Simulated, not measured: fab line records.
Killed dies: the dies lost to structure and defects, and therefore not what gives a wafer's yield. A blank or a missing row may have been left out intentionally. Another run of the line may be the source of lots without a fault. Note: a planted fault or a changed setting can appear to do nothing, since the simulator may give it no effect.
2 desks looking at one fault / flow nandHarc / each desk holds nothing but its own numbers, with what lay behind them at the end

METROLOGY DESK
Lot by lot, what the gauges showed, no matter which tool ran the lot: averages of those sampled wafers that carry a number. The brackets show how far a lot's mean lies from the usual mean; more than 4 standard deviations puts the lot out of limits, marked OUT.
Columns: A = thkNm at NHARC_A_ONON_D1_THK_MEAS_02, usual 1003 nm; B = cdNm at NHARC_A_CHANNEL_HOLE_D1_CD_MEAS_10, usual 99.8 nm; C = cdNm at NHARC_A_CHANNEL_HOLE_D1_CD_MEAS_30, usual 89.9 nm
lot=L774; first seen here=day 7 06:19; A=1001; B=99.7; C=88.6
lot=L776; first seen here=day 8 06:58; A=1002; B=100.0; C=89.6
lot=L781; first seen here=day 9 12:04; A=997; B=99.7; C=90.1
lot=L783; first seen here=day 9 18:44; A=999; B=100.3; C=91.1
lot=L787; first seen here=day 11 01:37; A=1007; B=102.3 (+5.2) OUT; C=93.0
lot=L788; first seen here=day 11 11:16; A=1002; B=102.7 (+6.2) OUT; C=92.7
lot=L790; first seen here=day 11 18:32; A=979; B=99.4; C=88.7
lot=L791; first seen here=day 12 03:45; A=993; B=102.1 (+4.9) OUT; C=91.1
lot=L794; first seen here=day 12 16:44; A=1013; B=99.8; C=91.0
lot=L796; first seen here=day 13 06:59; A=1007; B=99.9; C=90.6
This desk finds L787, L788, L791 out of limits, L787 being first, at day 11 19:53 (cdNm at NHARC_A_CHANNEL_HOLE_D1_CD_MEAS_10). L774, L776, L781, L783, L790, L794, L796 stayed within limits.

DESK OF THE TOOL OWNER: lithoTrack-01
The tool's own readings at NHARC_A_CHANNEL_HOLE_D1_PEB_08 (peb time 65 s): means of the sampled wafers that have a number, for each lot that ran on this tool. The brackets show how far a lot's mean lies from the usual mean; more than 4 standard deviations puts the lot out of limits, marked OUT.
Columns: A = plateTempC at NHARC_A_CHANNEL_HOLE_D1_PEB_08, usual 100.00 C
lot=L781; first seen here=day 10 05:15; A=100.12
lot=L783; first seen here=day 10 12:55; A=100.04
lot=L787; first seen here=day 11 19:49; A=100.05
lot=L788; first seen here=day 12 01:58; A=99.99
lot=L791; first seen here=day 12 18:37; A=100.08
This desk found nothing out of limits on any of the 5 lots.

ALL TOGETHER
On L787, L788, L791, the metrology desk was in a position to raise an alarm at day 11 19:53.
The desk of the tool owner found nothing out of limits.
The tool owner's desk has L787, L788, L791 on record, within its limits.
Every lot named ran NHARC_A_CHANNEL_HOLE_D1_PEB_08 on lithoTrack-01.

WHAT THE SIMULATOR HAD PUT IN
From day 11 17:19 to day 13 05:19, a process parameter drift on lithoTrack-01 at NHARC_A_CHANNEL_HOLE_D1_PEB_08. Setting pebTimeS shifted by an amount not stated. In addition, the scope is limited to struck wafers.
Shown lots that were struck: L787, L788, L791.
Delay in hours, fault start to first out-of-limits reading, per desk: metrology desk 3.
